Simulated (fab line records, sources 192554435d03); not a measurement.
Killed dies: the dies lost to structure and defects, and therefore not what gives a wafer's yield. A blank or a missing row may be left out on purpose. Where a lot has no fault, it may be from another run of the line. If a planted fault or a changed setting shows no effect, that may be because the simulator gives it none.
Split-lot trial || flow n5_finfet || on a route of 1938 steps: 7 lots, 21 wafers read

## THE SPLIT
At N5_GATE_CUT_ETCH_58 (etches SiNx in CH3F/O2, target depth 17 nm, time 128.6 s), the setting time_s was moved away from the recipe's 128.6 s on 5 of the 21 wafers read, by -19.5% to +19.3%. The other wafers ran this setting at the recipe's value.

The reading is taken at the split's own step.

## THE READING
etch.depth_nm (the simulator's own value, which no gauge read), in nm, at N5_GATE_CUT_ETCH_58 (etches SiNx in CH3F/O2, target depth 17 nm, time 128.6 s). No usual value for it is given in the file. Average 16.99 nm, standard deviation 0.59 nm, over the 16 wafers here run with the recipe.

{"wafer": "L077.3", "tool, chamber at the split": "rie_diel-03, 3", "time_s as run, s": 128.6, "against the recipe": "recipe", "etch.depth_nm, nm": 16.82, "against lot-mates on the recipe": "-"}
{"wafer": "L077.5", "tool, chamber at the split": "rie_diel-03, 1", "time_s as run, s": 128.6, "against the recipe": "recipe", "etch.depth_nm, nm": 16.8, "against lot-mates on the recipe": "-"}
{"wafer": "L077.6", "tool, chamber at the split": "rie_diel-03, 2", "time_s as run, s": 128.6, "against the recipe": "recipe", "etch.depth_nm, nm": 16.38, "against lot-mates on the recipe": "-"}
{"wafer": "L079.1", "tool, chamber at the split": "rie_diel-03, 0", "time_s as run, s": 128.6, "against the recipe": "recipe", "etch.depth_nm, nm": 17.32, "against lot-mates on the recipe": "-"}
{"wafer": "L079.3", "tool, chamber at the split": "rie_diel-03, 3,1", "time_s as run, s": 128.6, "against the recipe": "recipe", "etch.depth_nm, nm": 16.67, "against lot-mates on the recipe": "-"}
{"wafer": "L079.4", "tool, chamber at the split": "rie_diel-03, 3,1", "time_s as run, s": 128.6, "against the recipe": "recipe", "etch.depth_nm, nm": 16.67, "against lot-mates on the recipe": "-"}
{"wafer": "L080.2", "tool, chamber at the split": "rie_diel-05, 1", "time_s as run, s": 108.4, "against the recipe": "-15.7%", "etch.depth_nm, nm": 13.53, "against lot-mates on the recipe": -2.63}
{"wafer": "L080.5", "tool, chamber at the split": "rie_diel-05, 0", "time_s as run, s": 128.6, "against the recipe": "recipe", "etch.depth_nm, nm": 16.25, "against lot-mates on the recipe": "-"}
{"wafer": "L080.6", "tool, chamber at the split": "rie_diel-05, 1", "time_s as run, s": 128.6, "against the recipe": "recipe", "etch.depth_nm, nm": 16.06, "against lot-mates on the recipe": "-"}
{"wafer": "L081.1", "tool, chamber at the split": "rie_diel-01, 1", "time_s as run, s": 128.6, "against the recipe": "recipe", "etch.depth_nm, nm": 16.99, "against lot-mates on the recipe": "-"}
{"wafer": "L081.5", "tool, chamber at the split": "rie_diel-01, 0", "time_s as run, s": 153.4, "against the recipe": "+19.3%", "etch.depth_nm, nm": 21.2, "against lot-mates on the recipe": "+4.21"}
{"wafer": "L081.6", "tool, chamber at the split": "rie_diel-01, 1", "time_s as run, s": 153.4, "against the recipe": "+19.3%", "etch.depth_nm, nm": 20.24, "against lot-mates on the recipe": "+3.25"}
{"wafer": "L085.1", "tool, chamber at the split": "rie_diel-01, 3", "time_s as run, s": 144, "against the recipe": "+12.0%", "etch.depth_nm, nm": 18.83, "against lot-mates on the recipe": "+1.50"}
{"wafer": "L085.2", "tool, chamber at the split": "rie_diel-01, 0", "time_s as run, s": 128.6, "against the recipe": "recipe", "etch.depth_nm, nm": 17.96, "against lot-mates on the recipe": "-"}
{"wafer": "L085.5", "tool, chamber at the split": "rie_diel-01, 3", "time_s as run, s": 128.6, "against the recipe": "recipe", "etch.depth_nm, nm": 16.69, "against lot-mates on the recipe": "-"}
{"wafer": "L086.1", "tool, chamber at the split": "rie_diel-01, 1", "time_s as run, s": 103.5, "against the recipe": "-19.5%", "etch.depth_nm, nm": 13.62, "against lot-mates on the recipe": -3.81}
{"wafer": "L086.5", "tool, chamber at the split": "rie_diel-01, 0", "time_s as run, s": 128.6, "against the recipe": "recipe", "etch.depth_nm, nm": 18.13, "against lot-mates on the recipe": "-"}
{"wafer": "L086.6", "tool, chamber at the split": "rie_diel-01, 3", "time_s as run, s": 128.6, "against the recipe": "recipe", "etch.depth_nm, nm": 16.73, "against lot-mates on the recipe": "-"}
{"wafer": "L088.1", "tool, chamber at the split": "rie_diel-03, 0", "time_s as run, s": 128.6, "against the recipe": "recipe", "etch.depth_nm, nm": 17.75, "against lot-mates on the recipe": "-"}
{"wafer": "L088.2", "tool, chamber at the split": "rie_diel-03, 1", "time_s as run, s": 128.6, "against the recipe": "recipe", "etch.depth_nm, nm": 16.95, "against lot-mates on the recipe": "-"}
{"wafer": "L088.5", "tool, chamber at the split": "rie_diel-03, 0", "time_s as run, s": 128.6, "against the recipe": "recipe", "etch.depth_nm, nm": 17.65, "against lot-mates on the recipe": "-"}
The file does not say which wafer passed through which chamber wherever a row lists several chambers: such a row stands for several wafers.

FIT RESULTS
A straight line over all 21 wafers: etch.depth_nm changes by +0.189 nm for each +1% of time_s; r = +0.94; the points scatter about the line by 0.59 nm.
The same after taking each lot's own level away (the mean of its wafers on the recipe; 21 wafers): +0.183 nm for each +1%; r = +0.97; scatter 0.44 nm.
The reading moves by 3.6 nm for the largest change in time_s, on that fit.
The span of the lots' own levels, 16.155 to 17.450 nm, comes to 2.2 times the standard deviation stated above.
Hence the lot-to-lot level has little effect on the slope; both slopes agree.
Check: for one of the wafers moved furthest among these (-19.5%), held out of the fit, the line's prediction against its lot-mates is -3.49 nm. It came out at -3.81 nm against them.

## THE FILE'S OWN FIT
etch.depth_nm changes by +0.18 nm for each +1% of time_s, r = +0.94.
